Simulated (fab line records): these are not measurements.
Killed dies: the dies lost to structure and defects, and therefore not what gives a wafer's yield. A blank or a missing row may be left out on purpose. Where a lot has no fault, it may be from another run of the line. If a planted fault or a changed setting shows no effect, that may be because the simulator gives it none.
2 desks, one fault -- flow n5Finfet -- each desk holds nothing but its own numbers, with what lay behind them at the end
Where a reading is given only as a bound, like >300, the bound stands for it, and a mean or a difference that rests on one is marked > or <: the true number lies beyond.

== DESK OF THE TOOL OWNER: rieDiel-05 ==
The tool's own readings at N5_PASSIVATION_PASS_ETCH_47 (etches SiNx in CF4/O2, target depth 770 nm, time 385 s): means of the sampled wafers that have a number, for each lot that ran on this tool. Marked OUT: a lot whose mean sits more than 4 standard deviations from the usual mean, which makes it out of limits; the brackets give that distance.
Columns: A = O2_flow_sccm at N5_PASSIVATION_PASS_ETCH_47, usual 10.00 sccm; B = drypumpMotorCurrentA at N5_PASSIVATION_PASS_ETCH_47, usual 5.8 A; C = oesProductAu at N5_PASSIVATION_PASS_ETCH_47, usual 0.81 a.u.; D = rfVppV at N5_PASSIVATION_PASS_ETCH_47, usual 241.2 V; E = showerheadPlenumPTorr at N5_PASSIVATION_PASS_ETCH_47, usual 2.19 Torr; F = throttleValvePct at N5_PASSIVATION_PASS_ETCH_47, usual 15.74 %
lot,first seen here,A,B,C,D,E,F
L473,day 15 17:58,9.99,6.2,0.73,239.8,2.17,15.92
L488,day 17 20:36,9.99,6.0,0.79,240.8,2.16,15.72
L486,day 18 14:29,10.01,5.8,0.85,240.0,2.20,15.66
L483,day 18 15:05,10.03,6.0,0.83,241.2,2.17,15.67
L487,day 18 20:08,10.00,5.8,0.88,241.5,2.18,15.57
Result from this desk: across the 5 lots, nothing is out of limits.

== THE DEFECT DESK ==
Inspection counts along the route, by lot: the mean over sampled wafers that carry a number. Marked OUT: a lot whose mean sits more than 4 standard deviations from the usual mean, which makes it out of limits; the brackets give that distance.
Columns: A = rawDefectCount at N5_PASSIVATION_INSPECT_57, usual 1.9
lot,first seen here,A
L470,day 13 19:41,0.7
L473,day 15 21:20,1.0
L482,day 17 19:27,0.7
L488,day 18 00:03,3.3
L486,day 18 18:14,>296 (+99 or more) OUT
L483,day 18 19:13,>300 (+99 or more) OUT
L487,day 18 23:32,>297 (+99 or more) OUT
L489,day 19 03:34,1.3
L490,day 20 22:47,1.0
L491,day 21 02:40,2.0
Finding of this desk: L483, L486, L487 out of limits; the first was L486 at day 18 18:14, on rawDefectCount at N5_PASSIVATION_INSPECT_57. L470, L473, L482, L488, L489, L490, L491: within limits.

== PUT TOGETHER ==
The defect desk could have raised an alarm at day 18 18:14, on L483, L486, L487.
The desk of the tool owner found nothing out of limits.
Tool owner's desk: L483, L486, L487 on record, inside its limits.
Every lot named ran N5_PASSIVATION_PASS_ETCH_47 on rieDiel-05.

== WHAT THE SIMULATOR HAD INSERTED ==
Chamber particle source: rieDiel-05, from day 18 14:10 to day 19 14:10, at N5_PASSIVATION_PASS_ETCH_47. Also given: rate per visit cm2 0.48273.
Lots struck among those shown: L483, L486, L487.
Hours from the fault's start to each desk's first reading out of limits: the defect desk, 4.
